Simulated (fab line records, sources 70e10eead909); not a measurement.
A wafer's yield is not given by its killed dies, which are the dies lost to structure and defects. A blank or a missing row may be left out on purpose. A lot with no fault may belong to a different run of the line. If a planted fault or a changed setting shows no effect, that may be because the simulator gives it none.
fab line records	flow nand-harc
record lots=24	wafers=72	last-day=34
route steps=1302 shown A_BLC@1123 A_M1@1183 A_BONDPAD@1227
lots that met no fault: from a run of the same line without faults
start-h: hours from the record's opening day to when the first of the lot's shown wafers began	wait-h: hours from the lot's prior step to this one	" same as the row above	L1.1+2: a single row standing in for several wafers	- either no value or no given start	* or withheld: withheld	< > ~ a bound
route shown NAME@n: NAME is a module with steps in the file, n the number in the route of the first one	usual: mean/standard deviation taken from wafers without a fault	same: alike in all rows	chamber/n: place in a boat	sites: each site's reading	_std_site: the values' standard deviation	_edge_site: inner sites' mean taken away from outer sites' mean	radius-mm: how far each site lies from the wafer's centre	mask NAME#n: copy n	behind: the most recent tool/chamber to have shaped the wafer	hold: why the lot was held/for how many hours/how that ended	device: transistor that didn't switch, given as n, p or np	end of line: at the end of the route, the tests of the same wafers	a step with no rows: only its recipe	killed: count of dies lost to structure and defects at first sort (not the wafer's yield)	map: dies across one wafer; x = killed, . = not, _ = none there
set.NAME: the setting the step ran with; set.NAME@STEP: the setting that earlier step ran with	model.NAME: the simulator's own value behind a step, which no gauge read
route steps across a sampled set of lots; one table per step, one row per wafer
services: when a tool's chamber went out of use (start-h, in hours from the record's first day, below 0 if earlier), for how many hours, and the reason
## steps
# step NHARC_A_BLC_ETCH_18
# recipe target-depth-a=9100	c4f8-flow-sccm=20	o2-flow-sccm=10	ar-flow-sccm=withheld	rf-w=600	bias-w=1500	chemistry=C4F8/O2/Ar
# usual oes-product-au=0.952/0.02	rf-vpp-V=979/6.7
lot.wafer	tool	chamber	start-h	wait-h	oes-product-au	rf-hours-counter-h	rf-vpp-V
L074.2	rie-diel-02	0	-	-	0.924	11	976
L074.4	"	1	"	"	0.944	10	985
L074.1	"	2	"	"	0.910	10	985
L075.1	rie-diel-02	1	-	-	0.966	10	985
L075.2	"	2	"	"	0.924	10	987
L075.5	"	1	"	"	0.970	-	985
L076.4	rie-diel-11	0	-	-	0.982	5	970
L076.2	"	1	"	"	0.946	5	976
L076.1	"	2	"	"	0.970	5	980
L077.4	rie-diel-11	1	-	-	0.927	7	976
L077.1	"	2	"	"	0.966	7	980
L077.2	"	3	"	"	0.959	6	985
L078.4	rie-diel-02	3	-	-	0.910	13	970
L078.2	"	1	"	"	0.942	13	985
L078.5	"	2	"	"	0.906	-	987
L079.1	rie-diel-02	1	-	-	0.988	13	985
L079.4	"	2	"	"	0.950	13	987
L079.2	"	0	"	"	0.945	14	978
L080.3	rie-diel-11	3	-	-	0.927	8	984
L080.2	"	2	"	"	0.930	9	982
L080.5	"	0	"	"	0.920	-	969
L081.4	rie-diel-02	1	-	-	0.990	1	986
L081.5	"	3	"	"	0.954	-	971
L081.6	"	0	"	"	0.970	-	975
L083.2	rie-diel-02	3	-	-	0.957	3	970
L083.3	"	1	"	"	0.946	2	986
L083.5	"	3	"	"	0.964	-	969
L082.4	rie-diel-02	0	-	-	0.966	3	977
L082.6	"	1	"	"	0.967	-	986
L082.5	"	2	"	"	0.972	-	989
L084.1	rie-diel-02	2	-	-	0.972	4	988
L084.2	"	3	"	"	0.941	4	969
L084.6	"	0	"	"	0.955	-	977
L085.3	rie-diel-11	3	-	-	0.977	1	985
L085.2	"	1	"	"	0.938	1	977
L085.6	"	3	"	"	0.970	-	985
L087.4	rie-diel-02	2	-	-	0.963	-	987
L087.6	"	3	"	"	0.942	-	969
L087.5	"	0	"	"	0.965	-	975
L088.2	rie-diel-11	2	-	-	0.972	3	983
L088.4	"	0	"	"	0.955	1	967
L088.5	"	1	"	"	0.942	-	977
L086.1	rie-diel-02	0	-	-	0.958	6	976
L086.3	"	2	"	"	0.961	6	988
L086.4	"	3	"	"	0.956	-	969
L089.2	rie-diel-11	3	-	-	0.950	2	986
L089.1	"	0	"	"	0.956	1	970
L089.4	"	2	"	"	0.959	3	980
L091.2	rie-diel-02	2	-	-	0.955	8	985
L091.3	"	1	"	"	0.947	5	984
L091.6	"	3	"	"	0.969	-	968
L090.3	rie-diel-02	3	-	-	0.923	8	968
L090.4	"	1	"	"	0.930	5	985
L090.1	"	2	"	"	0.922	8	987
L092.3	rie-diel-11	2	-	-	0.953	5	980
L092.2	"	3	"	"	0.961	5	984
L092.5	"	2	"	"	0.955	-	982
L093.3	rie-diel-07	1	-	-	0.968	11	986
L093.2	"	2	"	"	0.972	10	972
L093.6	"	2	"	"	0.978	-	973
L094.4	rie-diel-11	0	-	-	0.970	5	970
L094.1	"	1	"	"	0.954	7	976
L094.3	"	2	"	"	0.979	6	981
L095.2	rie-diel-11	2	-	-	0.931	7	981
L095.4	"	3	"	"	0.921	7	986
L095.5	"	2	"	"	0.926	-	981
L096.2	rie-diel-02	3	-	-	0.974	13	969
L096.4	"	2	"	"	0.955	12	985
L096.6	"	0	"	"	0.977	-	976
L097.3	rie-diel-02	1	-	-	0.966	1	985
L097.1	"	2	"	"	0.951	1	987
L097.5	"	0	"	"	0.965	-	976
# step NHARC_A_BLC_ALD_23
# recipe target-thk-a=30	pulse-time-s=1	ald-cycles=150	temp-c=450	material=TiN
# usual heater-power-w=1109/130	precursor-pulse-height-rel=1.001/0.02
lot.wafer	tool	chamber	start-h	wait-h	heater-power-w	precursor-pulse-height-rel
L074.2	ald-metal-01	1	523.50	-	1113	1.020
L074.1	"	2	"	"	1048	1.005
L074.4	"	3	"	"	1139	0.967
L075.1	ald-metal-02	0	529.64	-	1009	0.956
L075.2	"	1	"	"	1057	0.981
L075.5	"	3	"	"	1445	0.996
L076.4	ald-metal-03	3	530.60	-	901	1.003
L076.2	"	0	"	"	1159	0.998
L076.1	"	2	"	"	1017	0.983
L077.1	ald-metal-03	1	543.50	-	1041	1.020
L077.4	"	2	"	"	1001	0.975
L077.2	"	0	"	"	1186	1.023
L078.4	ald-metal-03	1	553.71	-	1039	1.031
L078.2	"	2	"	"	1022	0.991
L078.5	"	0	"	"	1156	1.024
L079.1	ald-metal-02	3	561.02	-	1371	1.003
L079.2	"	0	"	"	1026	0.987
L079.4	"	1	"	"	1012	1.009
L080.3	ald-metal-01	1	577.86	-	1187	0.984
L080.2	"	2	"	"	1000	1.026
L080.5	"	3	"	"	1147	1.018
L081.4	ald-metal-03	3	595.12	-	953	1.008
L081.6	"	0	"	"	1121	1.011
L081.5	"	1	"	"	982	1.016
L083.2	ald-metal-03	3	607.85	-	942	1.025
L083.3	"	0	"	"	1133	0.978
L083.5	"	1	"	"	963	1.022
L082.4	ald-metal-02	0	609.41	-	1022	0.997
L082.6	"	3	"	"	1380	0.984
L082.5	"	0	"	"	997	1.025
L084.1	ald-metal-02	1	633.42	-	1021	0.973
L084.2	"	0	"	"	1041	1.011
L084.6	"	1	"	"	1023	1.015
L085.2	ald-metal-01	3	635.09	-	1112	0.994
L085.3	"	0	"	"	1227	1.016
L085.6	"	3	"	"	1091	0.997
L087.4	ald-metal-03	2	647.74	-	977	1.001
L087.5	"	0	"	"	1103	0.957
L087.6	"	1	"	"	1002	1.040
L088.2	ald-metal-01	3	649.89	-	1096	0.989
L088.4	"	1	"	"	1141	1.014
L088.5	"	0	"	"	1198	1.009
L086.4	ald-metal-02	0	650.69	-	1039	0.980
L086.1	"	1	"	"	1045	1.020
L086.3	"	3	"	"	1307	1.016
L089.1	ald-metal-03	2	652.06	-	959	0.983
L089.4	"	3	"	"	924	0.977
L089.2	"	0	"	"	1141	0.989
L091.3	ald-metal-03	1	676.63	-	968	0.994
L091.2	"	2	"	"	933	0.980
L091.6	"	0	"	"	1117	0.993
L090.4	ald-metal-01	1	678.40	-	1153	1.001
L090.1	"	2	"	"	993	1.000
L090.3	"	3	"	"	1135	1.030
L092.3	ald-metal-02	3	696.97	-	1312	0.987
L092.2	"	0	"	"	1006	1.016
L092.5	"	2	"	"	1314	1.027
L093.3	ald-metal-02	0	702.07	-	1044	0.998
L093.2	"	2	"	"	1326	0.991
L093.6	"	1	"	"	1013	1.008
L094.4	ald-metal-02	2	706.33	-	1296	0.998
L094.1	"	3	"	"	1352	0.959
L094.3	"	0	"	"	1034	0.981
L095.2	ald-metal-01	2	724.12	-	1050	1.023
L095.4	"	1	"	"	1137	0.998
L095.5	"	2	"	"	1073	0.998
L096.2	ald-metal-02	3	724.71	-	1341	1.000
L096.4	"	1	"	"	1030	0.955
L096.6	"	3	"	"	1287	1.000
L097.1	ald-metal-01	0	766.73	-	1186	0.963
L097.3	"	2	"	"	1053	1.043
L097.5	"	0	"	"	1158	0.979
# step NHARC_A_BLC_INSPECT_28
# usual raw-defect-count=501/120
lot.wafer	tool	chamber	start-h	wait-h	raw-defect-count
L074.1	defect-inspect-02	-	524.68	0.1	695
L074.2	"	-	"	"	573
L074.4	"	-	"	"	472
L075.1	defect-inspect-02	-	530.73	0.1	973
L075.2	"	-	"	"	541
L075.5	"	-	"	"	598
L076.1	defect-inspect-01	-	531.77	0.1	414
L076.2	"	-	"	"	439
L076.4	"	-	"	"	304
L077.1	defect-inspect-01	-	544.64	0.1	426
L077.2	"	-	"	"	485
L077.4	"	-	"	"	386
L078.2	defect-inspect-01	-	555.16	0.1	515
L078.4	"	-	"	"	447
L078.5	"	-	"	"	416
L079.1	defect-inspect-01	-	562.15	0.1	559
L079.2	"	-	"	"	515
L079.4	"	-	"	"	444
L080.2	defect-inspect-02	-	578.96	0.1	573
L080.3	"	-	"	"	589
L080.5	"	-	"	"	573
L081.4	defect-inspect-02	-	596.19	0.1	601
L081.5	"	-	"	"	579
L081.6	"	-	"	"	659
L083.2	defect-inspect-01	-	608.93	0.1	350
L083.3	"	-	"	"	274
L083.5	"	-	"	"	401
L082.4	defect-inspect-02	-	610.54	0.1	521
L082.5	"	-	"	"	762
L082.6	"	-	"	"	643
L084.1	defect-inspect-02	-	634.57	0.1	561
L084.2	"	-	"	"	524
L084.6	"	-	"	"	760
L085.2	defect-inspect-01	-	636.24	0.1	467
L085.3	"	-	"	"	496
L085.6	"	-	"	"	439
L087.4	defect-inspect-02	-	648.83	0.1	579
L087.5	"	-	"	"	506
L087.6	"	-	"	"	495
L088.2	defect-inspect-01	-	651.04	0.1	461
L088.4	"	-	"	"	330
L088.5	"	-	"	"	322
L086.1	defect-inspect-01	-	651.81	0.1	663
L086.3	"	-	"	"	429
L086.4	"	-	"	"	388
L089.1	defect-inspect-02	-	653.20	0.1	432
L089.2	"	-	"	"	495
L089.4	"	-	"	"	423
L091.2	defect-inspect-02	-	677.75	0.1	414
L091.3	"	-	"	"	467
L091.6	"	-	"	"	697
L090.1	defect-inspect-01	-	679.50	0.1	526
L090.3	"	-	"	"	410
L090.4	"	-	"	"	434
L092.2	defect-inspect-01	-	698.51	0.1	458
L092.3	"	-	"	"	648
L092.5	"	-	"	"	444
L093.2	defect-inspect-02	-	703.20	0.1	568
L093.3	"	-	"	"	505
L093.6	"	-	"	"	442
L094.1	defect-inspect-01	-	707.45	0.1	582
L094.3	"	-	"	"	443
L094.4	"	-	"	"	490
L095.2	defect-inspect-01	-	725.27	0.1	429
L095.4	"	-	"	"	353
L095.5	"	-	"	"	443
L096.2	defect-inspect-02	-	725.84	0.1	696
L096.4	"	-	"	"	350
L096.6	"	-	"	"	358
L097.1	defect-inspect-02	-	767.84	0.1	409
L097.3	"	-	"	"	336
L097.5	"	-	"	"	355
# step NHARC_A_M1_ETCH_35
# recipe target-depth-a=400	overetch-a=120	time-s=43.94	ion-energy-ev=200	n2-flow-sccm=150	h2-flow-sccm=150	ar-flow-sccm=0	rf-w=400	bias-w=150	chemistry=N2/H2
# usual drypump-motor-current-A=5.7/0.44	h2-flow-sccm=150.0/0.43	oes-product-au=1.000/0.0092	rf-vpp-V=430.7/2.4	showerhead-plenum-p-Torr=2.05/0.085	throttle-valve-pct=14.172/0.0081
lot.wafer	tool	chamber	start-h	wait-h	drypump-motor-current-A	h2-flow-sccm	oes-product-au	rf-hours-counter-h	rf-vpp-V	showerhead-plenum-p-Torr	throttle-valve-pct
L074.2	rie-diel-05	0	529.94	0.1	6.0	149.6	0.997	4.6	431.2	2.05	14.171
L074.1	"	1	"	"	5.1	149.9	0.991	4.9	434.0	2.19	14.180
L074.4	"	3	"	"	6.2	151.1	1.000	5.0	433.2	2.16	14.176
L075.1	rie-diel-13	2	536.02	0.1	5.5	149.8	1.003	0.4	427.2	1.93	14.171
L075.2	"	3	"	"	6.6	150.6	1.011	0.6	430.2	1.99	14.182
L075.5	"	0	"	"	6.2	149.6	0.996	-	432.1	2.14	14.177
L076.4	rie-diel-13	0	537.08	0.1	6.3	149.7	1.001	0.7	432.8	2.14	14.168
L076.1	"	1	"	"	6.2	150.4	0.999	0.6	431.1	2.05	14.178
L076.2	"	3	"	"	6.5	151.0	1.017	0.6	429.2	1.99	14.164
L077.2	rie-diel-05	0	550.13	0.1	5.9	149.7	0.997	6.6	430.6	2.05	14.169
L077.1	"	1	"	"	5.1	149.8	0.991	7.0	434.8	2.19	14.176
L077.4	"	3	"	"	6.1	150.1	0.994	6.3	434.3	2.16	14.177
L078.2	rie-diel-03	1	560.48	0.1	5.4	150.4	0.999	2.9	428.9	1.97	14.180
L078.4	"	1	"	"	5.4	150.3	0.986	-	429.2	1.97	14.179
L078.5	"	3	"	"	6.1	149.8	1.012	-	431.5	2.04	14.166
L079.2	rie-diel-03	2	567.47	0.1	5.6	149.2	1.011	2.6	427.5	1.96	14.160
L079.1	"	3	"	"	6.1	149.8	1.021	2.9	430.3	2.04	14.163
L079.4	"	0	"	"	4.9	150.1	1.010	3.0	428.9	2.00	14.173
L080.3	rie-diel-03	1	584.08	0.1	5.3	150.1	0.988	3.7	428.9	1.97	14.169
L080.2	"	0	"	"	4.9	149.7	0.998	3.6	428.8	2.00	14.175
L080.5	"	2	"	"	5.6	150.7	0.995	-	428.3	1.96	14.166
L081.4	rie-diel-05	2	601.43	0.1	5.7	150.2	0.995	0.2	434.2	2.19	14.167
L081.6	"	1	"	"	5.1	149.8	1.001	-	434.8	2.19	14.177
L081.5	"	2	"	"	5.7	150.7	0.995	-	433.8	2.19	14.176
L083.3	rie-diel-03	2	614.37	0.5	5.6	150.0	1.000	4.2	427.3	1.96	14.186
L083.2	"	3	"	"	6.1	149.8	1.012	4.5	430.6	2.04	14.167
L083.5	"	2	"	"	5.6	150.3	0.988	-	428.6	1.96	14.163
L082.4	rie-diel-03	1	615.62	0.1	5.3	150.1	0.986	4.5	429.7	1.97	14.173
L082.5	"	1	"	"	5.3	150.5	0.987	-	427.8	1.97	14.158
L082.6	"	2	"	"	5.7	149.9	0.993	-	429.3	1.96	14.156
L084.1	rie-diel-05	3	639.81	0.1	6.1	150.1	1.007	2.8	432.7	2.16	14.171
L084.2	"	1	"	"	5.1	150.3	1.011	2.0	433.3	2.18	14.171
L084.6	"	3	"	"	6.2	150.2	1.009	-	433.5	2.16	14.192
L085.3	rie-diel-05	3	641.65	0.1	6.1	149.3	1.012	2.9	433.8	2.16	14.165
L085.2	"	0	"	"	5.9	149.6	0.999	2.7	431.0	2.05	14.176
L085.6	"	2	"	"	5.7	150.2	0.996	-	434.8	2.19	14.175
L087.4	rie-diel-03	2	653.96	0.1	5.6	150.6	1.001	0.1	429.3	1.96	14.169
L087.5	"	2	"	"	5.6	150.3	0.994	-	429.5	1.96	14.176
L087.6	"	3	"	"	6.1	150.2	1.011	-	431.1	2.04	14.174
L088.2	rie-diel-03	0	656.53	0.1	4.9	150.1	0.999	0.1	429.7	2.00	14.175
L088.4	"	1	"	"	5.3	150.2	0.987	0.1	428.9	1.97	14.176
L088.5	"	2	"	"	5.6	150.2	1.004	-	429.2	1.96	14.181
L086.4	rie-diel-03	0	657.09	0.1	4.9	149.9	0.980	0.2	429.4	2.00	14.170
L086.3	"	1	"	"	5.3	150.0	0.992	0.2	429.6	1.97	14.171
L086.1	"	2	"	"	5.7	150.0	1.003	0.2	428.4	1.96	14.174
L089.1	rie-diel-03	1	658.37	0.1	5.4	149.7	1.005	0.3	431.4	1.97	14.180
L089.2	"	2	"	"	5.7	149.5	0.998	0.3	428.2	1.96	14.164
L089.4	"	3	"	"	6.1	149.9	1.008	0.2	430.1	2.04	14.173
L091.3	rie-diel-05	0	683.34	0.1	5.9	150.8	0.999	5.1	431.7	2.05	14.179
L091.2	"	2	"	"	5.7	150.1	1.000	4.9	434.8	2.19	14.176
L091.6	"	1	"	"	5.1	150.6	1.016	-	434.0	2.18	14.174
L090.3	rie-diel-05	0	684.81	0.1	5.9	149.8	0.988	5.3	430.6	2.05	14.160
L090.1	"	1	"	"	5.1	150.6	1.010	4.9	432.9	2.18	14.169
L090.4	"	2	"	"	5.7	149.9	1.000	5.1	435.6	2.19	14.159
L092.3	rie-diel-03	2	703.66	0.1	5.7	150.3	0.995	1.2	429.2	1.96	14.156
L092.2	"	0	"	"	4.9	149.9	0.992	1.1	430.3	2.00	14.172
L092.5	"	1	"	"	5.4	150.0	0.995	-	428.5	1.97	14.184
L093.3	rie-diel-03	3	708.28	0.1	6.1	149.0	1.013	1.2	430.1	2.04	14.165
L093.2	"	0	"	"	4.9	149.7	1.002	1.2	430.2	2.00	14.177
L093.6	"	1	"	"	5.3	150.4	1.002	-	429.4	1.97	14.160
L094.4	rie-diel-13	0	712.74	0.1	6.2	150.0	1.010	0.2	431.9	2.14	14.168
L094.1	"	2	"	"	5.6	149.4	0.988	0.1	427.6	1.93	14.188
L094.3	"	3	"	"	6.5	149.2	1.006	0.1	429.7	1.98	14.157
L095.2	rie-diel-13	2	730.54	0.1	5.5	149.5	0.991	1.0	428.7	1.93	14.186
L095.4	"	2	"	"	5.5	149.6	0.993	-	425.1	1.92	14.151
L095.5	"	1	"	"	6.2	150.9	1.001	-	430.8	2.04	14.173
L096.2	rie-diel-05	3	731.24	0.1	6.2	150.4	0.993	8.1	434.5	2.16	14.168
L096.4	"	1	"	"	5.1	149.9	1.013	7.7	434.0	2.18	14.176
L096.6	"	3	"	"	6.1	150.2	1.000	-	433.5	2.16	14.169
L097.3	rie-diel-13	1	773.15	0.1	6.2	149.9	1.002	3.0	430.9	2.04	14.192
L097.1	"	2	"	"	5.5	150.0	0.996	4.0	427.7	1.92	14.167
L097.5	"	0	"	"	6.3	149.8	1.015	-	432.1	2.14	14.169
# step NHARC_A_BONDPAD_PVD_17
# recipe target-thk-a=50	bias-v=168.6	power-w=15000	chamber-pressure-pa=0.12	time-s=8.06	substrate-temp-c=50	material=TaN
# usual throttle-valve-pct=29.8/0.85
lot.wafer	tool	chamber	start-h	wait-h	throttle-valve-pct
L074.1	pvd-sputter-02	-	-	-	29.3
L074.2	"	-	"	"	28.6
L074.4	"	-	"	"	31.7
L075.2	pvd-sputter-02	-	-	-	28.7
L075.1	"	-	"	"	31.4
L075.5	"	-	"	"	30.7
L076.2	pvd-sputter-01	-	-	-	30.6
L076.1	"	-	"	"	29.3
L076.4	"	-	"	"	30.2
L077.4	pvd-sputter-01	-	-	-	30.7
L077.2	"	-	"	"	29.5
L077.1	"	-	"	"	30.0
L078.2	pvd-sputter-01	-	-	-	29.3
L078.4	"	-	"	"	30.4
L078.5	"	-	"	"	28.0
L079.2	pvd-sputter-01	-	-	-	30.9
L079.4	"	-	"	"	29.2
L079.1	"	-	"	"	28.1
L080.3	pvd-sputter-02	-	-	-	31.8
L080.2	"	-	"	"	31.1
L080.5	"	-	"	"	28.6
L081.4	pvd-sputter-02	-	-	-	28.6
L081.6	"	-	"	"	31.3
L081.5	"	-	"	"	31.0
L083.3	pvd-sputter-02	-	-	-	28.9
L083.2	"	-	"	"	31.5
L083.5	"	-	"	"	30.7
L082.4	pvd-sputter-01	-	-	-	30.3
L082.5	"	-	"	"	30.6
L082.6	"	-	"	"	30.1
L084.1	pvd-sputter-03	-	-	-	30.0
L084.2	"	-	"	"	28.8
L084.6	"	-	"	"	30.6
L085.3	pvd-sputter-01	-	-	-	30.3
L085.2	"	-	"	"	30.5
L085.6	"	-	"	"	30.1
L087.4	pvd-sputter-03	-	-	-	29.9
L087.5	"	-	"	"	29.6
L087.6	"	-	"	"	30.0
L088.4	pvd-sputter-03	-	-	-	30.1
L088.2	"	-	"	"	29.0
L088.5	"	-	"	"	29.8
L086.4	pvd-sputter-02	-	-	-	28.7
L086.3	"	-	"	"	30.9
L086.1	"	-	"	"	29.4
L089.1	pvd-sputter-02	-	-	-	28.9
L089.2	"	-	"	"	30.8
L089.4	"	-	"	"	29.9
L091.3	pvd-sputter-01	-	-	-	28.8
L091.2	"	-	"	"	30.4
L091.6	"	-	"	"	30.5
L090.3	pvd-sputter-03	-	-	-	30.2
L090.1	"	-	"	"	28.9
L090.4	"	-	"	"	29.9
L092.3	pvd-sputter-03	-	-	-	29.8
L092.2	"	-	"	"	30.0
L092.5	"	-	"	"	28.8
L093.2	pvd-sputter-03	-	-	-	30.2
L093.3	"	-	"	"	30.2
L093.6	"	-	"	"	29.0
L094.3	pvd-sputter-01	-	-	-	28.9
L094.1	"	-	"	"	30.6
L094.4	"	-	"	"	30.0
L095.2	pvd-sputter-01	-	-	-	28.9
L095.4	"	-	"	"	29.8
L095.5	"	-	"	"	28.7
L096.2	pvd-sputter-02	-	-	-	29.4
L096.4	"	-	"	"	29.0
L096.6	"	-	"	"	30.2
L097.3	pvd-sputter-03	-	-	-	30.5
L097.1	"	-	"	"	29.5
L097.5	"	-	"	"	30.5
# step NHARC_A_BONDPAD_ANNEAL_28
# recipe temp-c=225	time-s=90
# usual wafer_temp_C_max=226.0/0.39
lot.wafer	tool	chamber	start-h	wait-h	wafer_temp_C_max
L074.1	rtp-anneal-01	0	536.26	0.3	225.5
L074.2	"	0	"	"	226.0
L074.4	"	0	"	"	225.8
L075.1	rtp-anneal-02	0	542.33	0.3	226.6
L075.2	"	0	"	"	226.5
L075.5	"	0	"	"	226.0
L076.1	rtp-anneal-01	0	543.40	-	225.4
L076.2	"	0	"	"	225.4
L076.4	"	0	"	"	225.9
L077.1	rtp-anneal-02	0	556.63	0.3	226.3
L077.2	"	0	"	"	225.9
L077.4	"	0	"	"	226.5
L078.2	rtp-anneal-02	0	567.36	0.3	226.6
L078.4	"	0	"	"	226.6
L078.5	"	0	"	"	226.0
L079.1	rtp-anneal-01	0	573.88	0.4	225.9
L079.2	"	0	"	"	225.4
L079.4	"	0	"	"	225.5
L080.2	rtp-anneal-02	0	590.47	0.4	226.2
L080.3	"	0	"	"	226.7
L080.5	"	0	"	"	226.2
L081.4	rtp-anneal-01	0	607.95	-	225.6
L081.5	"	0	"	"	226.0
L081.6	"	0	"	"	225.6
L083.2	rtp-anneal-01	0	620.73	-	226.0
L083.3	"	0	"	"	225.7
L083.5	"	0	"	"	226.1
L082.4	rtp-anneal-02	0	622.09	0.3	225.8
L082.5	"	0	"	"	226.1
L082.6	"	0	"	"	226.9
L084.1	rtp-anneal-01	0	646.62	0.3	226.0
L084.2	"	0	"	"	225.9
L084.6	"	0	"	"	225.6
L085.2	rtp-anneal-01	0	647.89	-	225.9
L085.3	"	0	"	"	225.4
L085.6	"	0	"	"	225.3
L087.4	rtp-anneal-01	0	660.46	0.3	225.6
L087.5	"	0	"	"	226.3
L087.6	"	0	"	"	226.0
L088.2	rtp-anneal-02	0	662.91	-	226.8
L088.4	"	0	"	"	226.8
L088.5	"	0	"	"	226.3
L086.1	rtp-anneal-01	0	663.40	0.3	225.9
L086.3	"	0	"	"	225.7
L086.4	"	0	"	"	225.8
L089.1	rtp-anneal-01	0	664.77	0.3	225.6
L089.2	"	0	"	"	225.4
L089.4	"	0	"	"	225.9
L091.2	rtp-anneal-01	0	689.70	0.3	226.1
L091.3	"	0	"	"	226.1
L091.6	"	0	"	"	225.9
L090.1	rtp-anneal-02	0	691.15	-	226.4
L090.3	"	0	"	"	226.2
L090.4	"	0	"	"	226.1
L092.2	rtp-anneal-01	0	710.01	-	225.6
L092.3	"	0	"	"	225.8
L092.5	"	0	"	"	225.7
L093.2	rtp-anneal-01	0	714.65	0.3	225.5
L093.3	"	0	"	"	225.4
L093.6	"	0	"	"	225.6
L094.1	rtp-anneal-02	0	718.93	0.3	226.2
L094.3	"	0	"	"	226.8
L094.4	"	0	"	"	226.8
L095.2	rtp-anneal-02	0	736.81	0.3	226.4
L095.4	"	0	"	"	225.9
L095.5	"	0	"	"	226.3
L096.2	rtp-anneal-02	0	737.75	0.4	226.0
L096.4	"	0	"	"	226.0
L096.6	"	0	"	"	226.0
L097.1	rtp-anneal-01	0	779.91	0.3	225.9
L097.3	"	0	"	"	225.5
L097.5	"	0	"	"	225.5
## services
tool	chamber	start-h	hours	kind
rie-diel-03	2	552.51	10.6	repair
rie-diel-02	0	568.53	3.7	repair
rie-diel-02	-	570.70	9.0	pm
pvd-sputter-01	-	582.02	10.0	pm
ald-metal-02	1	586.23	4.0	repair
rie-diel-11	-	609.50	9.0	pm
ald-metal-02	-	610.00	10.0	pm
rie-diel-03	1	626.78	7.1	repair
rie-diel-11	0	629.64	7.3	repair
rie-diel-11	3	634.94	4.3	repair
rie-diel-03	-	635.37	9.0	pm
rie-diel-02	1	638.88	25.5	repair
rie-diel-02	-	653.56	0.1	repair
rie-diel-11	2	672.49	4.3	repair
rie-diel-03	0	694.47	6.0	repair
rie-diel-03	0	728.34	1.9	repair
ald-metal-02	-	730.82	0.9	repair
rie-diel-11	3	741.95	20.5	repair
rtp-anneal-02	-	744.00	12.0	pm
rie-diel-02	-	747.70	9.0	pm
ald-metal-02	3	758.12	24.4	repair
rie-diel-02	3	758.60	9.8	repair
pvd-sputter-01	-	760.02	10.0	pm
rie-diel-02	0	776.01	17.6	repair
## key
fault none
